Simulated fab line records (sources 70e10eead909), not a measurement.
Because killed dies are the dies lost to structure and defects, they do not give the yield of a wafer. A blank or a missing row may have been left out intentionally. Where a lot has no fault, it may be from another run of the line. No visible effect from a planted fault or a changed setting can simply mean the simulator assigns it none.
Matching of chambers    flow nand-harc    NHARC_P_GATE_STRIP_101 on rie-diel-06 has 4 sister chambers
The step strips in O2, time 20 s. 22 wafers are shown with their chamber, then 11 later ones without.

WAFERS WITH THEIR CHAMBER
wafer   chamber  showerhead-plenum-p-Torr (Torr)  drypump-motor-current-A (A)  chamber-pressure-mTorr (mTorr)
L075.4  3        3.31                             5.3                          60.04
L075.5  2        3.60                             5.7                          60.06
L075.6  3        3.31                             5.4                          60.09
L078.4  2        3.60                             5.7                          59.94
L078.5  3        3.31                             5.4                          60.00
L078.6  0        3.49                             5.7                          59.95
L079.1  2        3.60                             5.7                          59.92
L079.4  1        3.34                             6.3                          59.91
L079.5  0        3.49                             5.7                          59.94
L081.2  3        3.31                             5.3                          59.93
L081.3  1        3.34                             6.3                          59.92
L081.6  3        3.31                             5.4                          59.93
L084.2  2        3.60                             5.7                          60.08
L084.3  3        3.31                             5.3                          59.91
L084.4  0        3.49                             5.7                          59.98
L087.1  2        3.60                             5.7                          60.00
L087.5  3        3.30                             5.4                          60.02
L087.6  0        3.49                             5.7                          59.97
L090.1  0        3.49                             5.7                          59.98
L090.2  1        3.33                             6.3                          59.97
L090.5  3        3.30                             5.4                          60.03
L091.2  3        3.30                             5.3                          60.08

SIGNATURES (averages over the wafers above)
reading                   chamber 0  chamber 1  chamber 2  chamber 3  scatter within a chamber
showerhead-plenum-p-Torr  3.4900     3.3367     3.6000     3.3067     0.00385
drypump-motor-current-A   5.700      6.300      5.700      5.356      0.0351
chamber-pressure-mTorr    59.9640    59.9333    60.0000    60.0033    0.0571
Rule: distance of a wafer from a chamber = root of the sum over the readings of ((wafer's reading minus chamber's mean) / reading's scatter) squared. If the next closest chamber is less than 2 further off than the closest, the wafer can't be placed; otherwise it belongs to the closest. How the scatter is found: for the shown wafers, subtract from each reading the mean of its chamber, square and add these, divide the total by (wafers less chambers), then take the root.

WAFERS WITHOUT THEIR CHAMBER
wafer   showerhead-plenum-p-Torr (Torr)  drypump-motor-current-A (A)  chamber-pressure-mTorr (mTorr)
L091.4  3.33                             6.3                          59.90
L091.5  3.33                             6.3                          59.99
L092.1  3.30                             5.4                          59.91
L092.2  3.60                             5.7                          59.94
L092.3  3.49                             5.7                          59.96
L093.1  3.30                             5.4                          60.03
L093.4  3.49                             5.7                          60.01
L093.6  3.33                             6.3                          59.98
L097.4  3.30                             5.3                          60.04
L097.5  3.60                             5.7                          59.91
L097.6  3.30                             5.3                          59.87

THE CHAMBER EACH PASSED THROUGH
wafer   from the rows above  in truth
L091.4  1                    1
L091.5  1                    1
L092.1  3                    3
L092.2  2                    2
L092.3  0                    0
L093.1  3                    3
L093.4  0                    0
L093.6  1                    1
L097.4  3                    3
L097.5  2                    2
L097.6  3                    3
Placed correctly: 11 of 11. Number that these rows cannot place: 0. Number placed wrongly: 0.
